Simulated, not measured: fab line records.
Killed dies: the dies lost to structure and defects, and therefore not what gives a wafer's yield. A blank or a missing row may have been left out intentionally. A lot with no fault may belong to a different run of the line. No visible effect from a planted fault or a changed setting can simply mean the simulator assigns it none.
Which tool did it? ; flow n5 finfet ; 72 wafers from 24 lots sampled at 6 of the route's 1938 steps

WHAT THE GAUGES SHOWED, per wafer
The record holds no reading of a measuring or inspecting step that can be judged against a usual standard deviation.

WHAT TOOL EACH LOT RAN ON (gives the tool, then ch and the chambers of the sampled wafers, and finally the start)
lot;N5_BEOL_M2_ANNEAL_80;N5_BEOL_M2_ANNEAL_87;N5_BEOL_M2_ANNEAL_89;N5_BEOL_M3_ANNEAL_89;N5_BEOL_M3_ANNEAL_93;N5_BEOL_M4_PECVD_72
L074;pvd sputter-02, day 6 20:14;pvd sputter-02, day 6 20:41;pvd sputter-02, day 6 20:54;pvd sputter-01, day 7 03:33;pvd sputter-01, day 7 03:59;pecvd-04 ch 0,1,2, day 7 05:35
L075;pvd sputter-02, day 7 08:43;pvd sputter-02, day 7 09:10;pvd sputter-02, day 7 09:23;pvd sputter-03, day 7 22:13;pvd sputter-03, day 7 22:39;pecvd-01 ch 0,1,2, day 8 00:14
L076;pvd sputter-03, day 7 08:56;pvd sputter-03, day 7 09:22;pvd sputter-03, day 7 09:35;pvd sputter-03, day 7 20:22;pvd sputter-03, day 7 20:49;pecvd-03 ch 0,1,2, day 7 22:36
L077;pvd sputter-01, day 7 09:03;pvd sputter-01, day 7 09:29;pvd sputter-01, day 7 09:43;pvd sputter-03, day 8 01:46;pvd sputter-03, day 8 02:13;pecvd-03 ch 0,1,2, day 8 03:59
L078;pvd sputter-02, day 7 10:38;pvd sputter-02, day 7 11:05;pvd sputter-02, day 7 11:18;pvd sputter-01, day 8 03:19;pvd sputter-01, day 8 03:45;pecvd-04 ch 0,2, day 8 05:21
L079;pvd sputter-02, day 7 18:22;pvd sputter-02, day 7 18:48;pvd sputter-02, day 7 19:01;pvd sputter-03, day 8 04:59;pvd sputter-03, day 8 05:26;pecvd-04 ch 1,2, day 8 07:01
L081;pvd sputter-01, day 8 07:07;pvd sputter-01, day 8 07:33;pvd sputter-01, day 8 07:46;pvd sputter-01, day 8 15:33;pvd sputter-01, day 8 15:59;pecvd-01 ch 1,2, day 8 17:34
L080;pvd sputter-02, day 8 09:14;pvd sputter-02, day 8 09:41;pvd sputter-02, day 8 09:54;pvd sputter-02, day 8 20:02;pvd sputter-02, day 8 20:29;pecvd-04 ch 0,1,2, day 8 22:03
L082;pvd sputter-01, day 8 16:49;pvd sputter-01, day 8 17:15;pvd sputter-01, day 8 17:28;pvd sputter-02, day 9 05:55;pvd sputter-02, day 9 06:21;pecvd-01 ch 0,1, day 9 07:56
L083;pvd sputter-02, day 9 07:20;pvd sputter-02, day 9 07:46;pvd sputter-02, day 9 07:59;pvd sputter-02, day 9 14:59;pvd sputter-02, day 9 19:55;pecvd-04 ch 0,1, day 9 21:32
L084;pvd sputter-03, day 9 07:38;pvd sputter-03, day 9 08:04;pvd sputter-03, day 9 08:17;pvd sputter-02, day 9 22:08;pvd sputter-02, day 9 22:34;pecvd-03 ch 0,1,2, day 10 00:11
L085;pvd sputter-03, day 9 10:23;pvd sputter-03, day 9 10:50;pvd sputter-03, day 9 11:03;pvd sputter-01, day 9 22:23;pvd sputter-01, day 9 22:49;pecvd-01 ch 0,1, day 10 00:25
L086;pvd sputter-03, day 9 21:41;pvd sputter-03, day 9 22:08;pvd sputter-03, day 9 22:21;pvd sputter-01, day 10 05:32;pvd sputter-01, day 10 05:58;pecvd-04 ch 0,1, day 10 07:34
L087;pvd sputter-02, day 10 09:11;pvd sputter-02, day 10 09:37;pvd sputter-02, day 10 09:50;pvd sputter-01, day 10 22:23;pvd sputter-01, day 10 22:49;pecvd-04 ch 1,2, day 11 00:34
L088;pvd sputter-03, day 10 11:49;pvd sputter-03, day 10 12:16;pvd sputter-03, day 10 12:29;pvd sputter-01, day 11 02:04;pvd sputter-01, day 11 02:30;pecvd-04 ch 0,1, day 11 04:13
L089;pvd sputter-02, day 10 14:55;pvd sputter-02, day 10 15:21;pvd sputter-02, day 10 15:34;pvd sputter-03, day 11 04:34;pvd sputter-03, day 11 05:00;pecvd-04 ch 0,2, day 11 06:36
L090;pvd sputter-01, day 10 19:53;pvd sputter-01, day 10 20:19;pvd sputter-01, day 10 20:32;pvd sputter-02, day 11 05:31;pvd sputter-02, day 11 05:58;pecvd-03 ch 0,1, day 11 07:36
L091;pvd sputter-01, day 11 04:58;pvd sputter-01, day 11 05:25;pvd sputter-01, day 11 05:38;pvd sputter-01, day 11 11:55;pvd sputter-01, day 11 12:22;pecvd-01 ch 0,1,2, day 11 13:59
L092;pvd sputter-03, day 11 05:59;pvd sputter-03, day 11 06:25;pvd sputter-03, day 11 06:38;pvd sputter-03, day 11 14:37;pvd sputter-03, day 11 15:04;pecvd-01 ch 0,1,2, day 11 16:38
L093;pvd sputter-01, day 11 08:27;pvd sputter-01, day 11 08:53;pvd sputter-01, day 11 09:07;pvd sputter-02, day 11 17:39;pvd sputter-02, day 11 18:05;pecvd-04 ch 0,1,2, day 11 19:41
L094;pvd sputter-03, day 11 17:49;pvd sputter-03, day 11 18:16;pvd sputter-03, day 11 18:29;pvd sputter-01, day 12 12:30;pvd sputter-01, day 12 12:56;pecvd-03 ch 0,2, day 12 14:35
L095;pvd sputter-02, day 11 20:50;pvd sputter-02, day 11 21:16;pvd sputter-02, day 11 21:29;pvd sputter-01, day 12 18:15;pvd sputter-01, day 12 18:41;pecvd-03 ch 1,2, day 12 20:16
L096;pvd sputter-03, day 12 07:12;pvd sputter-03, day 12 07:38;pvd sputter-03, day 12 07:52;pvd sputter-01, day 12 21:25;pvd sputter-01, day 12 21:52;pecvd-03 ch 0,2, day 12 23:28
L097;pvd sputter-03, day 12 10:46;pvd sputter-03, day 12 11:12;pvd sputter-03, day 12 11:25;pvd sputter-01, day 12 23:32;pvd sputter-01, day 12 23:59;pecvd-04 ch 0,1,2, day 13 01:34
- N5_BEOL_M2_ANNEAL_80: time 240 s.
- N5_BEOL_M2_ANNEAL_87: time 240 s.
- N5_BEOL_M2_ANNEAL_89: time 240 s.
- N5_BEOL_M3_ANNEAL_89: time 240 s.
- N5_BEOL_M3_ANNEAL_93: time 240 s.
- N5_BEOL_M4_PECVD_72: deposits SiO2 from TEOS/O2, target thk 16 nm, time 18 s.

WHAT THE TOOLS THEMSELVES READ (means of the sampled wafers that have a number; where no wafer has one, the mark that the record gives instead)
N5_BEOL_M2_ANNEAL_80.
lot;tool;heater power w (W)
L074;pvd sputter-02;894
L075;pvd sputter-02;889
L076;pvd sputter-03;844
L077;pvd sputter-01;1006
L078;pvd sputter-02;946
L079;pvd sputter-02;949
L081;pvd sputter-01;721
L080;pvd sputter-02;958
L082;pvd sputter-01;826
L083;pvd sputter-02;956
L084;pvd sputter-03;859
L085;pvd sputter-03;888
L086;pvd sputter-03;859
L087;pvd sputter-02;895
L088;pvd sputter-03;849
L089;pvd sputter-02;966
L090;pvd sputter-01;860
L091;pvd sputter-01;858
L092;pvd sputter-03;779
L093;pvd sputter-01;761
L094;pvd sputter-03;876
L095;pvd sputter-02;862
L096;pvd sputter-03;864
L097;pvd sputter-03;818

N5_BEOL_M2_ANNEAL_87.
lot;tool;heater power w (W)
L074;pvd sputter-02;894
L075;pvd sputter-02;882
L076;pvd sputter-03;861
L077;pvd sputter-01;1010
L078;pvd sputter-02;955
L079;pvd sputter-02;947
L081;pvd sputter-01;725
L080;pvd sputter-02;948
L082;pvd sputter-01;836
L083;pvd sputter-02;970
L084;pvd sputter-03;871
L085;pvd sputter-03;896
L086;pvd sputter-03;842
L087;pvd sputter-02;878
L088;pvd sputter-03;859
L089;pvd sputter-02;973
L090;pvd sputter-01;862
L091;pvd sputter-01;849
L092;pvd sputter-03;779
L093;pvd sputter-01;766
L094;pvd sputter-03;890
L095;pvd sputter-02;870
L096;pvd sputter-03;855
L097;pvd sputter-03;832

N5_BEOL_M2_ANNEAL_89.
lot;tool;heater power w (W)
L074;pvd sputter-02;884
L075;pvd sputter-02;879
L076;pvd sputter-03;849
L077;pvd sputter-01;1009
L078;pvd sputter-02;959
L079;pvd sputter-02;956
L081;pvd sputter-01;718
L080;pvd sputter-02;953
L082;pvd sputter-01;832
L083;pvd sputter-02;956
L084;pvd sputter-03;885
L085;pvd sputter-03;882
L086;pvd sputter-03;865
L087;pvd sputter-02;871
L088;pvd sputter-03;854
L089;pvd sputter-02;953
L090;pvd sputter-01;865
L091;pvd sputter-01;844
L092;pvd sputter-03;769
L093;pvd sputter-01;772
L094;pvd sputter-03;868
L095;pvd sputter-02;868
L096;pvd sputter-03;849
L097;pvd sputter-03;823

N5_BEOL_M3_ANNEAL_89.
lot;tool;heater power w (W)
L074;pvd sputter-01;873
L075;pvd sputter-03;941
L076;pvd sputter-03;819
L077;pvd sputter-03;939
L078;pvd sputter-01;851
L079;pvd sputter-03;922
L081;pvd sputter-01;840
L080;pvd sputter-02;890
L082;pvd sputter-02;930
L083;pvd sputter-02;885
L084;pvd sputter-02;1029
L085;pvd sputter-01;833
L086;pvd sputter-01;846
L087;pvd sputter-01;860
L088;pvd sputter-01;854
L089;pvd sputter-03;869
L090;pvd sputter-02;943
L091;pvd sputter-01;793
L092;pvd sputter-03;900
L093;pvd sputter-02;811
L094;pvd sputter-01;908
L095;pvd sputter-01;1004
L096;pvd sputter-01;921
L097;pvd sputter-01;854

N5_BEOL_M3_ANNEAL_93.
lot;tool;heater power w (W)
L074;pvd sputter-01;852
L075;pvd sputter-03;941
L076;pvd sputter-03;820
L077;pvd sputter-03;936
L078;pvd sputter-01;858
L079;pvd sputter-03;910
L081;pvd sputter-01;848
L080;pvd sputter-02;881
L082;pvd sputter-02;947
L083;pvd sputter-02;883
L084;pvd sputter-02;1021
L085;pvd sputter-01;827
L086;pvd sputter-01;841
L087;pvd sputter-01;856
L088;pvd sputter-01;872
L089;pvd sputter-03;861
L090;pvd sputter-02;951
L091;pvd sputter-01;782
L092;pvd sputter-03;905
L093;pvd sputter-02;811
L094;pvd sputter-01;909
L095;pvd sputter-01;1004
L096;pvd sputter-01;905
L097;pvd sputter-01;867

N5_BEOL_M4_PECVD_72.
lot;tool;heater power outer w (W);heater power w (W);showerhead plenum p Torr (Torr);throttle valve pct (%)
L074;pecvd-04;391;646;8.74;23.0
L075;pecvd-01;457;755;8.78;24.2
L076;pecvd-03;368;625;8.81;22.3
L077;pecvd-03;369;641;8.79;22.3
L078;pecvd-04;364;608;8.77;23.2
L079;pecvd-04;420;692;8.76;23.5
L081;pecvd-01;441;699;8.81;24.9
L080;pecvd-04;396;660;8.76;23.0
L082;pecvd-01;488;772;8.79;25.4
L083;pecvd-04;430;681;8.75;22.6
L084;pecvd-03;419;695;8.80;22.5
L085;pecvd-01;452;728;8.80;25.5
L086;pecvd-04;380;649;8.75;22.8
L087;pecvd-04;406;682;8.77;21.0
L088;pecvd-04;423;701;8.74;22.8
L089;pecvd-04;407;661;8.76;20.7
L090;pecvd-03;373;621;8.76;22.6
L091;pecvd-01;466;760;8.80;24.2
L092;pecvd-01;468;756;8.80;24.2
L093;pecvd-04;384;634;8.74;21.7
L094;pecvd-03;377;679;8.80;22.3
L095;pecvd-03;362;654;8.82;22.0
L096;pecvd-03;394;679;8.76;22.6
L097;pecvd-04;373;618;8.75;21.9

THE ANSWER, worked out from the rows above alone
Rule: the lots themselves supply what counts as usual. The widest of any qualifying gaps counts: lots, ordered by their means at a reading, are off when they make up no more than a third of the lots, leave a main group of 4 or more, and stand apart from it by 3 or more times the standard deviation of that group's means. If all means in a main group match to the digits the tables above print for the reading, that group is not used. Also off: a lot with no number at a reading for which 4 or more lots have one. All remaining lots with rows at the step are treated as sound. First the gauges in route order, then the tools' own readings, where a lot's mean is used as printed above. The first step at which some lot is off is used, and at that step the reading that is off furthest; a lot without a number counts as furthest.
Across all readings shown, no lot is off: no conclusion can be drawn from this.

WHAT THE SIMULATOR HAD PUT IN
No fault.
